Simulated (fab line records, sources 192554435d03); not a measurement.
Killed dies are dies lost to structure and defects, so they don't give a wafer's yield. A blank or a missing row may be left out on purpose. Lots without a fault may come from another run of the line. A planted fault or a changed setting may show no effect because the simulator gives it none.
Split-lot experiment | flow n5_finfet | 7 lots, 21 wafers read, on a route of 1938 steps

THE SPLIT
At N5_BEOL_M1_HM_DEP_02 (deposits TiN, target thk 20 nm), the setting target_thk_a was moved away from the recipe's 200 angstrom on 6 of the 21 wafers read, by -12.0% to +3.8%. The other wafers ran this setting at the recipe's value.

FROM THE SPLIT TO THE READING: what the file shows between them, 14 steps
- N5_BEOL_M1_COAT_62: time 60 s, resist thk 12 nm (also split here: spin_rpm)
- N5_BEOL_M1_COAT_73: time 60 s, resist thk 5 nm
- N5_BEOL_M1_COAT_05: resist thk 30 nm
- N5_BEOL_M1_DESCUM_16: chemistry O2, time 7 s
- N5_BEOL_M1_ETCH_74: etches underlayer in N2/H2, target depth 6.5 nm, time 5.2 s
- N5_BEOL_M1_ETCH_63: etches SiARC in CF4, target depth 15.6 nm, time 26 s
- N5_BEOL_M1_ETCH_64: etches SOC in N2/H2, target depth 75 nm, overetch 15 nm, time 112.5 s
- N5_BEOL_M1_STRIP_65: strips in N2/H2
- N5_BEOL_M1_STRIP_75: strips in N2/H2
- N5_BEOL_M1_STRIP_66: strips in CF4
- N5_BEOL_M1_HM_OPEN_17: chemistry Cl2/BCl3, target TiN, target depth 20 nm, overetch 6 nm
- N5_BEOL_M1_STRIP_19: strips in O2
- N5_BEOL_M1_STRIP_83: strips in C4F6/O2
- N5_BEOL_M1_STRIP_36: strips in N2/H2

THE READING
TiN_of_BEOL_M1_HM_DEP_02.thk_nm (the simulator's own value, which no gauge read), in nm, at N5_BEOL_M1_TRENCH_ETCH_37 (etches SiOC in C4F6/O2, target depth 55.207 nm, time 29 s). The file gives no usual value for it. The 15 wafers here that ran the recipe average 17.4 nm, standard deviation 0.33 nm.

wafer  | tool, chamber at the split | target_thk_a as run, angstrom | against the recipe | TiN_of_BEOL_M1_HM_DEP_02.thk_nm, nm | against lot-mates on the recipe
L074.1 | pvd_sputter-02, -          | 176                           | -12.0%             | 15.4                                | -2.6
L074.5 | pvd_sputter-02, -          | 176                           | -12.0%             | 15.2                                | -2.8
L074.6 | pvd_sputter-02, -          | 200                           | recipe             | 18                                  | -
L079.2 | pvd_sputter-01, -          | 200                           | recipe             | 17.2                                | -
L079.3 | pvd_sputter-01, -          | 200                           | recipe             | 17.4                                | -
L079.5 | pvd_sputter-01, -          | 200                           | recipe             | 17.6                                | -
L082.1 | pvd_sputter-01, -          | 207.6                         | +3.8%              | 18                                  | +0.4
L082.2 | pvd_sputter-01, -          | 200                           | recipe             | 17.6                                | -
L082.3 | pvd_sputter-01, -          | 200                           | recipe             | 17.6                                | -
L084.2 | pvd_sputter-01, -          | 207.5                         | +3.8%              | 18.4                                | +1.4
L084.3 | pvd_sputter-01, -          | 200                           | recipe             | 17                                  | -
L084.5 | pvd_sputter-01, -          | 207.5                         | +3.8%              | 18.2                                | +1.2
L086.1 | pvd_sputter-01, -          | 183.9                         | -8.1%              | 15.4                                | -1.8
L086.2 | pvd_sputter-01, -          | 200                           | recipe             | 17.2                                | -
L086.6 | pvd_sputter-01, -          | 200                           | recipe             | 17.2                                | -
L091.1 | pvd_sputter-01, -          | 200                           | recipe             | 17.6                                | -
L091.3 | pvd_sputter-01, -          | 200                           | recipe             | 17                                  | -
L091.5 | pvd_sputter-01, -          | 200                           | recipe             | 17.4                                | -
L095.1 | pvd_sputter-03, -          | 200                           | recipe             | 17                                  | -
L095.2 | pvd_sputter-03, -          | 200                           | recipe             | 17.8                                | -
L095.4 | pvd_sputter-03, -          | 200                           | recipe             | 18                                  | -

THE FIT
A straight line over all 21 wafers: TiN_of_BEOL_M1_HM_DEP_02.thk_nm changes by +0.193 nm for each +1% of target_thk_a; r = +0.93; the points scatter about the line by 0.33 nm.
The same after taking each lot's own level away (the mean of its wafers on the recipe; 21 wafers): +0.231 nm for each +1%; r = +0.97; scatter 0.28 nm.
On that fit, the largest move of target_thk_a shifts the reading by 2.8 nm.
The lots' own levels span 17.00 to 18.00 nm, that is 3.0 times the standard deviation above.
So the lot-to-lot level changes the slope: the two fits differ.
Check: with one of the wafers moved furthest among these (-12.0%) left out of the fit, the line predicts -2.82 nm for it against its lot-mates. It came out at -2.6 nm against them.

OTHER SPLITS ON THESE WAFERS
These wafers also went through other splits before the reading. Each is held against what the fit with the lots' levels taken away leaves over:
other split on the same wafers   | wafers away from the commonest value | r with TiN_of_BEOL_M1_HM_DEP_02.thk_nm (lot level and that fit taken away)
N5_BEOL_M0_SAQP_COAT_08 spin_rpm | 7                                    | -0.27
N5_BEOL_M0_ETCH_128 source_w     | 8                                    | +0.12
N5_BEOL_M1_COAT_62 spin_rpm      | 7                                    | -0.44

THE WHOLE CHAIN: every reading that the file lists as answering this split, in the file's order
step                      | what it does                                                      | reading                                                                          | change (the file's fit)               | r (the file's)
N5_BEOL_M1_HM_DEP_02      | deposits TiN, target thk 20 nm                                    | TiN_of_BEOL_M1_HM_DEP_02.thk_nm (the simulator's own value, which no gauge read) | +0.213 nm for each +1% of the setting | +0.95
N5_BEOL_M1_HM_OPEN_17     | chemistry Cl2/BCl3, target TiN, target depth 20 nm, overetch 6 nm | etch.depth_nm (the simulator's own value, which no gauge read)                   | +0.212 nm for each +1% of the setting | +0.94
N5_BEOL_M1_TRENCH_ETCH_37 | etches SiOC in C4F6/O2, target depth 55.207 nm, time 29 s         | TiN_of_BEOL_M1_HM_DEP_02.thk_nm (the simulator's own value, which no gauge read) | +0.225 nm for each +1% of the setting | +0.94

THE FILE'S OWN FIT
TiN_of_BEOL_M1_HM_DEP_02.thk_nm changes by +0.225 nm for each +1% of target_thk_a, r = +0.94.
